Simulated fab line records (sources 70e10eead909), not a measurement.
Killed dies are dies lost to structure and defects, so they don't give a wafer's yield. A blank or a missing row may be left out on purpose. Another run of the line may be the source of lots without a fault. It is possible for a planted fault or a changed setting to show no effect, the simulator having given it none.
Which tool was responsible? -- flow nand_harc -- 33 wafers from 11 lots sampled at 5 of the route's 1302 steps

## WHAT EACH GAUGE READ, for each wafer
NHARC_END_SORT_01.
lot,measured,on,killed_at_array,killed_at_other,killed_at_periphery,killed_dies,killed_open,killed_short
L553,day 27 07:11,prober-01,672 675 674,2 1 0,3 1 3,677 677 677,2 2 3,2 2 2
L554,day 28 06:05,prober-01,676 676 675,0 0 1,1 1 1,677 677 677,3 2 5,3 3 3

## WHICH TOOL RAN EACH LOT (tool, then ch and the chambers of the sampled wafers, then the start)
lot,NHARC_A_STAIRCASE_TRIM_26,NHARC_A_STAIRCASE_ETCH_192,NHARC_A_STAIRCASE_ETCH_194,NHARC_A_STAIRCASE_TRIM_198
L548,"rie_diel-04 ch 0,3, day 16 18:56 or earlier","rie_diel-13 ch 1,2,3, day 16 18:56","rie_diel-13 ch 0,2,3, no start","rie_diel-13 ch 0,3, no start"
L551,"rie_diel-13 ch 0,1, day 18 00:17 or earlier","rie_diel-09 ch 1,3, day 18 00:17","rie_diel-09 ch 0,1,2, no start","rie_diel-09 ch 1,2, no start"
L553,"rie_diel-13 ch 0,1, day 18 13:22 or earlier","rie_diel-13 ch 0,3, day 18 13:22","rie_diel-13 ch 0,1, day 27 07:11 or earlier","rie_diel-09 ch 1,3, day 27 07:11 or earlier"
L554,"rie_diel-13 ch 1,2,3, day 18 23:12 or earlier","rie_diel-04 ch 0,1, day 18 23:12","rie_diel-04 ch 1,3, day 28 06:05 or earlier","rie_diel-04 ch 1,2, day 28 06:05 or earlier"
L557,"rie_diel-04 ch 0,1,2, day 19 19:47 or earlier","rie_diel-04 ch 0,3, day 19 19:47","rie_diel-04 ch 0,1,2, no start","rie_diel-04 ch 0,1, no start"
L562,"rie_diel-09 ch 0,2,3, day 21 21:22 or earlier","rie_diel-04 ch 2,3, day 21 21:22","rie_diel-04 ch 0,3, no start","rie_diel-04 ch 1,2, no start"
L563,"rie_diel-09 ch 0,1,2, day 22 21:14 or earlier","rie_diel-09 ch 0,1,2, day 22 21:14","rie_diel-09 ch 0,1,2, no start","rie_diel-09 ch 0,1,2, no start"
L565,"rie_diel-09 ch 1,2, day 23 10:18 or earlier","rie_diel-13 ch 0,1,3, day 23 10:18","rie_diel-13 ch 0,1,2, no start","rie_diel-09 ch 1,2,3, no start"
L567,"rie_diel-13 ch 0,2, day 24 06:26 or earlier","rie_diel-04 ch 0,2,3, day 24 06:26","rie_diel-04 ch 0,2, no start","rie_diel-04 ch 2,3, no start"
L569,"rie_diel-09 ch 0,2,3, day 25 06:30 or earlier","rie_diel-04 ch 1,2,3, day 25 06:30","rie_diel-04 ch 0,2,3, no start","rie_diel-09 ch 1,2,3, no start"
L570,"rie_diel-13 ch 0,1, day 25 17:32 or earlier","rie_diel-04 ch 1,2,3, day 25 17:32","rie_diel-04 ch 1,2,3, no start","rie_diel-04 ch 0,2, no start"
- NHARC_A_STAIRCASE_TRIM_26: chemistry O2, time 211.2 s.
- NHARC_A_STAIRCASE_ETCH_192: etches the open film in C4F8/O2, target depth 100 nm, time 40.5 s.
- NHARC_A_STAIRCASE_ETCH_194: etches the open film in C4F8/O2, target depth 100 nm, time 40.5 s.
- NHARC_A_STAIRCASE_TRIM_198: chemistry O2, time 211.2 s.

## WHAT THE TOOLS THEMSELVES READ (means of the sampled wafers that have a number; where no wafer has one, the mark that the record gives instead)
NHARC_A_STAIRCASE_TRIM_26.
lot,tool,drypump_motor_current_A (A),oes_product_au (a.u.),rf_vpp_V (V),showerhead_plenum_p_Torr (Torr),throttle_valve_pct (%)
L548,rie_diel-04,5.9,1.024,57.5,3.61,17.035
L551,rie_diel-13,5.7,1.007,57.9,3.46,17.024
L553,rie_diel-13,5.8,1.005,57.7,3.39,17.042
L554,rie_diel-13,5.4,1.007,58.3,3.57,17.041
L557,rie_diel-04,5.6,1.000,57.9,3.50,17.034
L562,rie_diel-09,5.8,0.991,58.7,3.60,17.034
L563,rie_diel-09,6.0,0.983,58.7,3.58,17.027
L565,rie_diel-09,6.0,0.977,58.0,3.47,17.025
L567,rie_diel-13,5.5,1.019,57.3,3.54,17.036
L569,rie_diel-09,5.9,1.006,58.2,3.58,17.038
L570,rie_diel-13,5.7,1.003,58.1,3.43,17.029

NHARC_A_STAIRCASE_ETCH_192.
lot,tool,bias_w (W),chamber_pressure_mTorr (mTorr),oes_product_au (a.u.),rf_vpp_V (V)
L548,rie_diel-13,999.4,25.005,0.951,898
L551,rie_diel-09,1001.1,25.007,0.940,893
L553,rie_diel-13,-,-,-,-
L554,rie_diel-04,-,-,-,-
L557,rie_diel-04,1001.0,24.986,0.952,894
L562,rie_diel-04,997.5,25.022,0.941,888
L563,rie_diel-09,999.7,24.994,0.923,898
L565,rie_diel-13,997.9,24.999,0.933,895
L567,rie_diel-04,1000.2,25.015,0.955,898
L569,rie_diel-04,1002.1,24.989,0.936,896
L570,rie_diel-04,998.5,25.009,0.932,896

NHARC_A_STAIRCASE_ETCH_194.
lot,tool,bias_w (W),chamber_pressure_mTorr (mTorr),oes_product_au (a.u.),rf_vpp_V (V)
L548,rie_diel-13,997.2,24.996,0.951,900
L551,rie_diel-09,1000.7,24.988,0.933,899
L553,rie_diel-13,1001.8,24.986,0.937,890
L554,rie_diel-04,1000.9,25.004,0.950,892
L557,rie_diel-04,1000.1,25.014,0.946,894
L562,rie_diel-04,1000.3,25.022,0.950,894
L563,rie_diel-09,1000.8,25.001,0.921,898
L565,rie_diel-13,1001.3,24.999,0.950,894
L567,rie_diel-04,1001.2,25.003,0.950,906
L569,rie_diel-04,1002.2,24.982,0.957,899
L570,rie_diel-04,999.5,24.982,0.930,896

NHARC_A_STAIRCASE_TRIM_198.
lot,tool,drypump_motor_current_A (A),oes_product_au (a.u.),rf_vpp_V (V),showerhead_plenum_p_Torr (Torr),throttle_valve_pct (%)
L548,rie_diel-13,5.3,0.982,58.1,3.67,17.032
L551,rie_diel-09,6.1,0.999,56.7,3.57,17.031
L553,rie_diel-09,5.7,1.000,57.5,3.42,17.037
L554,rie_diel-04,5.5,0.993,58.0,3.42,17.029
L557,rie_diel-04,5.7,1.012,58.8,3.64,17.039
L562,rie_diel-04,5.5,0.992,57.1,3.41,17.041
L563,rie_diel-09,6.0,0.977,58.1,3.58,17.035
L565,rie_diel-09,5.9,0.991,57.4,3.48,17.041
L567,rie_diel-04,6.0,1.001,58.0,3.50,17.031
L569,rie_diel-09,5.8,1.001,57.9,3.47,17.034
L570,rie_diel-04,5.7,1.021,58.1,3.73,17.035

## THE ANSWER, worked out from the rows above alone
Rule: the usual values come from the lots themselves. Put in order of their means at a reading, lots are off if they are a third of the lots or fewer, leave a main group of 4 or more, and stand apart from it by a gap of 3 or more times the standard deviation of the main group's means; of several such gaps the widest counts. If all means in a main group match to the digits the tables above print for the reading, that group is not used. A lot without any number at a reading at which 4 lots or more have one is off too. The other lots that the step has rows for count as sound. The gauges are gone through in route order, then the tools' own readings, and for those a lot's mean is taken as printed above. The first step at which some lot is off is used, and at that step the reading that is off furthest; a lot without a number counts as furthest.
Off: L553, L554, at NHARC_A_STAIRCASE_ETCH_192 (bias_w). Without a number there: L553, L554. Main group: mean 999.7 W, sd 1.5.
If a tool, at that step or one of the process steps before it, ran each lot that is off and ran no sound lot following the first of them, it fits. With no start given for some of its lots, NHARC_A_STAIRCASE_TRIM_26 uses the hours and lot order of NHARC_A_STAIRCASE_ETCH_192. None of those tried fits.

## WHAT THE SIMULATOR HAD PUT IN
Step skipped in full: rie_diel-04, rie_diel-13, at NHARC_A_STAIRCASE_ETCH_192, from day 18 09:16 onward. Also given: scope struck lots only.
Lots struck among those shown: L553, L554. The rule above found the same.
